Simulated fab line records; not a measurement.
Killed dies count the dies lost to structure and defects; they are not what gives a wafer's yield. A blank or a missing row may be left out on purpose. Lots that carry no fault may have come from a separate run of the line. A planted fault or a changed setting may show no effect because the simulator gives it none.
The tool behind it: which one?	flow nand_harc	24 lots, 72 wafers sampled, at 6 steps of a route of 1302

== WHAT EACH GAUGE READ, for each wafer ==
NHARC_P_M1_CD_MEAS_16. Usual: cd_nm at 130.2 nm, with a standard deviation of 0.82.
lot	measured	on	cd_nm (nm)	flag
L074	day 6 08:47	cd_sem-03	128.7 130.5 128.5	
L075	day 6 11:41	cd_sem-02	131.7 131.2 131.3	
L076	day 6 22:17	cd_sem-03	130.2 130.2 129.8	
L077	day 7 16:21	cd_sem-03	131.2 130.9 130.3	
L078	day 7 21:28	cd_sem-02	129.2 128.9 129.8	
L079	day 8 02:38	cd_sem-03	128.8 128.7 129.6	
L080	day 8 18:47	cd_sem-02	129.5 131.4 131.1	
L081	day 9 05:16	cd_sem-02	131.1 130.0 129.7	
L082	day 9 17:49	cd_sem-01	129.7 130.8 129.5	
L083	day 9 23:28	cd_sem-01	129.6 128.9 129.8	
L084	day 10 12:13	cd_sem-03	129.5 129.5 129.2	
L085	day 11 05:26	cd_sem-01	129.6 130.1 130.8	
L086	day 11 08:22	cd_sem-01	130.4 129.4 130.2	
L087	day 11 15:20	cd_sem-03	130.9 131.3 132.3	
L088	day 12 08:23	cd_sem-01	130.1 131.3 131.4	
L089	day 12 08:55	cd_sem-01	129.5 130.6 131.0	
L090	day 13 04:03	cd_sem-03	131.2 131.1 130.3	
L091	day 13 07:14	cd_sem-03	129.9 129.6 130.3	
L092	day 13 16:01	cd_sem-02	130.7 130.4 131.5	
L093	day 14 05:28	cd_sem-03	129.7 129.9 129.5	
L094	day 14 22:52	cd_sem-02	129.9 132.3 130.6	
L095	day 15 10:41	cd_sem-02	129.7 129.9 129.7	
L096	day 15 13:26	cd_sem-01	130.2 130.0 127.9	
L097	day 15 20:35	cd_sem-03	129.9 129.8 129.8	

NHARC_P_M1_THK_MEAS_24: measures by xrf. Usual: thk_nm at 157.7 nm, with a standard deviation of 1.7.
lot	measured	on	thk_nm (nm)	flag
L074	day 6 10:53	film_metro-01	156.3 156.6 155.3	
L075	day 6 14:10	film_metro-01	157.1 158.4 158.2	
L076	day 7 00:31	film_metro-02	157.3 154.6 160.0	
L077	day 7 18:28	film_metro-01	154.3 159.2 159.1	
L078	day 7 23:43	film_metro-01	156.4 155.9 160.6	
L079	day 8 04:44	film_metro-02	157.0 159.9 155.7	
L080	day 8 20:54	film_metro-02	156.4 156.5 156.3	
L081	day 9 07:22	film_metro-02	160.5 156.1 154.8	
L082	day 9 19:57	film_metro-01	158.1 159.9 157.1	
L083	day 10 01:35	film_metro-01	158.3 157.8 159.0	
L084	day 10 14:24	film_metro-02	157.4 156.9 158.2	
L085	day 11 07:33	film_metro-01	157.2 158.0 156.7	
L086	day 11 11:01	film_metro-01	157.8 158.2 155.7	
L087	day 11 17:27	film_metro-01	154.5 156.7 157.5	
L088	day 12 10:29	film_metro-02	157.1 157.3 158.1	
L089	day 12 11:01	film_metro-01	158.9 158.5 160.0	
L090	day 13 06:10	film_metro-01	161.5 160.1 162.2	
L091	day 13 09:20	film_metro-02	157.0 156.6 156.0	
L092	day 13 18:07	film_metro-02	157.6 160.0 157.4	
L093	day 14 07:35	film_metro-02	157.4 156.9 152.8	
L094	day 15 00:59	film_metro-02	156.3 156.1 153.9	
L095	day 15 12:48	film_metro-02	157.9 159.1 160.0	
L096	day 15 15:32	film_metro-01	158.7 158.3 157.2	
L097	day 15 22:43	film_metro-01	161.3 159.9 159.2	

NHARC_P_M2_CD_MEAS_16. Usual: cd_nm at 169.9 nm, with a standard deviation of 0.83.
lot	measured	on	cd_nm (nm)	flag
L074	day 6 12:58	cd_sem-02	167.8 169.7 168.2	
L075	day 6 16:05	cd_sem-01	170.5 171.1 170.8	
L076	day 7 02:34	cd_sem-01	169.0 170.4 170.1	
L077	day 7 20:23	cd_sem-02	168.9 169.3 168.7	
L078	day 8 01:37	cd_sem-03	170.0 169.7 170.4	
L079	day 8 06:39	cd_sem-01	169.9 169.4 169.3	
L080	day 8 22:58	cd_sem-01	169.9 169.7 169.7	
L081	day 9 09:24	cd_sem-03	169.8 168.4 168.7	
L082	day 9 22:03	cd_sem-01	170.7 170.0 170.6	
L083	day 10 03:41	cd_sem-01	169.0 170.1 170.4	
L084	day 10 16:26	cd_sem-01	169.2 170.4 170.0	
L085	day 11 09:36	cd_sem-03	169.4 168.8 169.0	
L086	day 11 13:02	cd_sem-01	169.6 170.7 170.0	
L087	day 11 19:31	cd_sem-03	170.7 168.9 170.8	
L088	day 12 12:32	cd_sem-01	169.8 169.9 169.4	
L089	day 12 13:05	cd_sem-01	169.8 171.4 169.2	
L090	day 13 08:39	cd_sem-03	169.0 171.0 170.1	
L091	day 13 11:24	cd_sem-03	170.5 169.6 170.2	
L092	day 13 21:25	cd_sem-02	170.5 170.6 171.6	
L093	day 14 09:38	cd_sem-02	172.1 170.6 169.7	
L094	day 15 02:54	cd_sem-02	169.1 170.5 169.9	
L095	day 15 14:43	cd_sem-02	171.0 169.1 170.3	
L096	day 15 17:26	cd_sem-03	170.8 171.0 170.7	
L097	day 16 00:46	cd_sem-02	170.0 170.0 169.5	

NHARC_P_M2_INSPECT_27. Usual: raw_defect_count at 308, with a standard deviation of 110.
lot	measured	on	raw_defect_count	flag
L074	day 6 15:14	defect_inspect-01	283 246 194	
L075	day 6 18:21	defect_inspect-01	234 272 296	
L076	day 7 04:50	defect_inspect-02	241 231 243	
L077	day 7 22:39	defect_inspect-02	259 260 383	
L078	day 8 03:52	defect_inspect-02	420 362 343	
L079	day 8 08:55	defect_inspect-02	186 515 214	
L080	day 9 01:13	defect_inspect-01	389 292 406	
L081	day 9 11:39	defect_inspect-02	325 224 199	
L082	day 10 00:23	defect_inspect-02	355 252 277	
L083	day 10 05:58	defect_inspect-02	218 200 295	
L084	day 10 18:43	defect_inspect-02	269 159 240	
L085	day 11 11:52	defect_inspect-01	324 172 436	
L086	day 11 15:19	defect_inspect-01	447 323 378	
L087	day 11 21:50	defect_inspect-02	342 212 422	
L088	day 12 14:50	defect_inspect-01	243 130 207	
L089	day 12 15:20	defect_inspect-02	444 476 538	
L090	day 13 10:55	defect_inspect-01	239 217 126	
L091	day 13 13:41	defect_inspect-02	325 327 384	
L092	day 13 23:41	defect_inspect-01	344 534 267	
L093	day 14 11:58	defect_inspect-02	198 293 224	
L094	day 15 05:10	defect_inspect-02	296 207 188	
L095	day 15 17:01	defect_inspect-02	231 197 496	
L096	day 15 19:44	defect_inspect-01	221 291 560	
L097	day 16 03:04	defect_inspect-01	271 308 388	

== WHAT TOOL EACH LOT RAN ON (gives the tool, then ch and the chambers of the sampled wafers, and finally the start) ==
lot	NHARC_P_M1_ETCH_15	NHARC_P_M2_ANNEAL_31
L074	rie_diel-12 ch 2,3, day 6 08:47 or earlier	rtp_anneal-01 ch 0, day 6 14:25
L075	rie_diel-10 ch 1,2,3, day 6 11:41 or earlier	rtp_anneal-01 ch 0, day 6 17:32
L076	rie_diel-10 ch 2,3, day 6 22:17 or earlier	rtp_anneal-01 ch 0, day 7 04:01
L077	rie_diel-09 ch 2,3, day 7 16:21 or earlier	rtp_anneal-02 ch 0, day 7 21:56
L078	rie_diel-10 ch 0,1,2, day 7 21:28 or earlier	rtp_anneal-02 ch 0, day 8 03:09
L079	rie_diel-09 ch 1,2, day 8 02:38 or earlier	rtp_anneal-02 ch 0, day 8 08:06
L080	rie_diel-10 ch 0,1,2, day 8 18:47 or earlier	rtp_anneal-02 ch 0, day 9 00:27
L081	rie_diel-12 ch 0,1,3, day 9 05:16 or earlier	rtp_anneal-01 ch 0, day 9 10:56
L082	rie_diel-12 ch 0,1,2, day 9 17:49 or earlier	rtp_anneal-02 ch 0, day 9 23:40
L083	rie_diel-10 ch 0,2,3, day 9 23:28 or earlier	rtp_anneal-02 ch 0, day 10 05:08
L084	rie_diel-09 ch 1,2,3, day 10 12:13 or earlier	rtp_anneal-02 ch 0, day 10 17:56
L085	rie_diel-09 ch 2,3, day 11 05:26 or earlier	rtp_anneal-02 ch 0, day 11 11:11
L086	rie_diel-09 ch 0,1, day 11 08:22 or earlier	rtp_anneal-01 ch 0, day 11 14:32
L087	rie_diel-10 ch 0,2, day 11 15:20 or earlier	rtp_anneal-01 ch 0, day 11 21:03
L088	rie_diel-09 ch 0,1,2, day 12 08:23 or earlier	rtp_anneal-02 ch 0, day 12 14:07
L089	rie_diel-10 ch 0,2,3, day 12 08:55 or earlier	rtp_anneal-01 ch 0, day 12 14:38
L090	rie_diel-10 ch 0,1, day 13 04:03 or earlier	rtp_anneal-02 ch 0, day 13 10:09
L091	rie_diel-09 ch 1,3, day 13 07:14 or earlier	rtp_anneal-02 ch 0, day 13 12:52
L092	rie_diel-09 ch 0,1,2, day 13 16:01 or earlier	rtp_anneal-02 ch 0, day 13 22:58
L093	rie_diel-09 ch 1,2,3, day 14 05:28 or earlier	rtp_anneal-02 ch 0, day 14 11:10
L094	rie_diel-09 ch 0,2,3, day 14 22:52 or earlier	rtp_anneal-01 ch 0, day 15 04:30
L095	rie_diel-09 ch 0,1,2, day 15 10:41 or earlier	rtp_anneal-01 ch 0, day 15 16:15
L096	rie_diel-09 ch 0,1, day 15 13:26 or earlier	rtp_anneal-01 ch 0, day 15 18:53
L097	rie_diel-10 ch 1,2,3, day 15 20:35 or earlier	rtp_anneal-02 ch 0, day 16 02:14
- NHARC_P_M1_ETCH_15: etches the open film in C4F8/Ar, target depth 182.5 nm, time 91.2 s.
- NHARC_P_M2_ANNEAL_31: time 90 s.

== AS READ BY THE TOOLS THEMSELVES (means over the sampled wafers that have a number; for cases with no such wafer, the mark the record gives instead) ==
NHARC_P_M1_ETCH_15. Usual: bias_w 300.1 W, standard deviation 0.78; oes_product_au 0.957 a.u., standard deviation 0.021; rf_vpp_V 440.2 V, standard deviation 2.6.
lot	tool	bias_w (W)	oes_product_au (a.u.)	rf_vpp_V (V)	flag
L074	rie_diel-12	300.5	0.949	441.9	
L075	rie_diel-10	299.9	0.979	441.3	
L076	rie_diel-10	300.6	0.975	440.9	
L077	rie_diel-09	299.9	0.961	441.2	
L078	rie_diel-10	300.4	0.963	441.8	
L079	rie_diel-09	300.4	0.973	441.4	
L080	rie_diel-10	299.6	0.964	442.5	
L081	rie_diel-12	300.2	0.969	441.2	
L082	rie_diel-12	300.2	0.935	439.0	
L083	rie_diel-10	300.2	0.927	439.6	
L084	rie_diel-09	300.0	0.915	440.0	
L085	rie_diel-09	299.9	0.972	440.4	
L086	rie_diel-09	299.9	0.968	439.0	
L087	rie_diel-10	300.8	0.963	441.7	
L088	rie_diel-09	300.1	0.934	439.7	
L089	rie_diel-10	300.7	0.964	439.0	
L090	rie_diel-10	300.2	0.951	441.3	
L091	rie_diel-09	300.2	0.959	441.3	
L092	rie_diel-09	299.5	0.949	439.6	
L093	rie_diel-09	300.3	0.963	440.7	
L094	rie_diel-09	299.2	0.971	439.1	
L095	rie_diel-09	300.3	0.967	439.8	
L096	rie_diel-09	301.4	0.971	438.0	
L097	rie_diel-10	300.2	0.924	441.6	

NHARC_P_M2_ANNEAL_31. Usual: wafer_temp_C_max at 226.05, with a standard deviation of 0.23.
lot	tool	wafer_temp_C_max	flag
L074	rtp_anneal-01	226.02	
L075	rtp_anneal-01	225.88	
L076	rtp_anneal-01	225.69	
L077	rtp_anneal-02	225.91	
L078	rtp_anneal-02	226.06	
L079	rtp_anneal-02	226.29	
L080	rtp_anneal-02	225.95	
L081	rtp_anneal-01	226.20	
L082	rtp_anneal-02	226.14	
L083	rtp_anneal-02	226.26	
L084	rtp_anneal-02	226.19	
L085	rtp_anneal-02	225.88	
L086	rtp_anneal-01	225.76	
L087	rtp_anneal-01	225.78	
L088	rtp_anneal-02	225.83	
L089	rtp_anneal-01	225.75	
L090	rtp_anneal-02	226.17	
L091	rtp_anneal-02	226.33	
L092	rtp_anneal-02	226.22	
L093	rtp_anneal-02	226.06	
L094	rtp_anneal-01	225.98	
L095	rtp_anneal-01	226.15	
L096	rtp_anneal-01	226.11	
L097	rtp_anneal-02	226.13	

== THE ANSWER, worked out from the rows above alone ==
Rule: lot off if the mean of its wafers having a number is beyond 3 standard deviations from the usual mean. A lot without any number at a reading at which 4 lots or more have one is off too. Any other lot the step has rows for is counted as sound. The gauges are gone through in route order, then the tools' own readings, and for those a lot's mean is taken as printed above. At the first step where some lot is off, the reading lying furthest off is the one used; lots without a number count as furthest.
No lot is off at any reading shown: from this, nothing can be told.

== WHAT THE SIMULATOR HAD PUT IN ==
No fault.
